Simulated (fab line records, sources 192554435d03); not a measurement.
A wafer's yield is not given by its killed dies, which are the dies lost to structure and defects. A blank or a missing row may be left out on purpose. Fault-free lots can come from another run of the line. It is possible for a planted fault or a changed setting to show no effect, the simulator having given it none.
Lot-split experiment	flow n5Finfet	21 wafers read from 7 lots, route of 1938 steps

## ON THE SPLIT
At N5_BEOL_M2_ALD_98 (deposits SiO2, target thk 2.5 nm, pulse time 1 s, co reactant pulse time 1 s), the setting aldCycles was moved away from the recipe's 17 on 8 of the 21 wafers read, by -17.6% to +11.8%. For the rest of the wafers, this setting stayed at what the recipe calls for.

The split's own step is where the reading is taken.

## THE READING
SiO2_of_BEOL_M2_ALD_98.thkNm (the simulator's own value, which no gauge read), in nm, at N5_BEOL_M2_ALD_98 (deposits SiO2, target thk 2.5 nm, pulse time 1 s, co reactant pulse time 1 s). No usual value for it is given in the file. Average 2.5 nm, standard deviation 0.092 nm, over the 13 wafers here run with the recipe.

wafer	tool, chamber at the split	aldCycles as run	against the recipe	SiO2_of_BEOL_M2_ALD_98.thkNm, nm	against lot-mates on the recipe
L075.1	aldSin-01, 1,3	14	-17.6%	2	-0.6
L075.2	aldSin-01, 1,3	14	-17.6%	2	-0.6
L075.5	aldSin-01, 0	17	recipe	2.6	-
L081.1	aldSin-04, 0,2	17	recipe	2.6	-
L081.2	aldSin-04, 0,2	17	recipe	2.6	-
L081.5	aldSin-04, 1	17	recipe	2.4	-
L084.1	aldSin-01, 3,1,2	17	recipe	2.4	-
L084.3	aldSin-01, 3,1,2	17	recipe	2.4	-
L084.6	aldSin-01, 3,1,2	17	recipe	2.4	-
L089.3	aldSin-03, 0,1	19	+11.8%	2.8	+0.4
L089.5	aldSin-03, 0,1	19	+11.8%	2.8	+0.4
L089.6	aldSin-03, 0	17	recipe	2.4	-
L092.3	aldSin-01, 0,3	15	-11.8%	2.2	-0.2
L092.4	aldSin-01, 0,3	15	-11.8%	2.2	-0.2
L092.5	aldSin-01, 3	17	recipe	2.4	-
L094.1	aldSin-01, 2,3,2	17	recipe	2.4	-
L094.3	aldSin-01, 2,3,2	17	recipe	2.4	-
L094.6	aldSin-01, 2,3,2	17	recipe	2.4	-
L096.1	aldSin-03, 2	17	recipe	2.6	-
L096.3	aldSin-03, 1	15	-11.8%	2.2	-0.4
L096.6	aldSin-03, 1	15	-11.8%	2.2	-0.4
Rows listing several chambers each stand for several wafers; the file does not say which wafer went through which chamber.

THE FIT
A straight line over all 21 wafers: SiO2_of_BEOL_M2_ALD_98.thkNm changes by +0.0256 nm for each +1% of aldCycles; r = +0.94; the points scatter about the line by 0.079 nm.
The same after taking each lot's own level away (the mean of its wafers on the recipe; 21 wafers): +0.0312 nm for each +1%; r = +0.97; scatter 0.068 nm.
Per that fit: largest aldCycles move, reading shift of 0.55 nm.
Measured against the standard deviation above, the lots' own levels, which go from 2.40 to 2.60 nm, span 2.2 times it.
So the lot-to-lot level changes the slope: the two fits differ.
Check: with one of the wafers moved furthest among these (-17.6%) left out of the fit, the line predicts -0.523 nm for it against its lot-mates. It came out at -0.6 nm against them.

## OTHER SPLITS APPLIED TO THESE WAFERS
Before the reading, these wafers also passed through other splits. Each is held against what the fit with the lots' levels taken away leaves over:
other split on the same wafers	wafers away from the commonest value	r with SiO2_of_BEOL_M2_ALD_98.thkNm (lot level and that fit taken away)
N5_MOL_CONTACT_COAG_ALD_27 timeS	5	+0.48
N5_BEOL_M0_SAQP_SPACER1_ALD_98 aldCycles	8	-0.28
N5_BEOL_M0_ETCH_128 sourceW	5	-0.19

## THE FILE'S OWN FIT
SiO2_of_BEOL_M2_ALD_98.thkNm changes by +0.0308 nm for each +1% of aldCycles, r = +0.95.
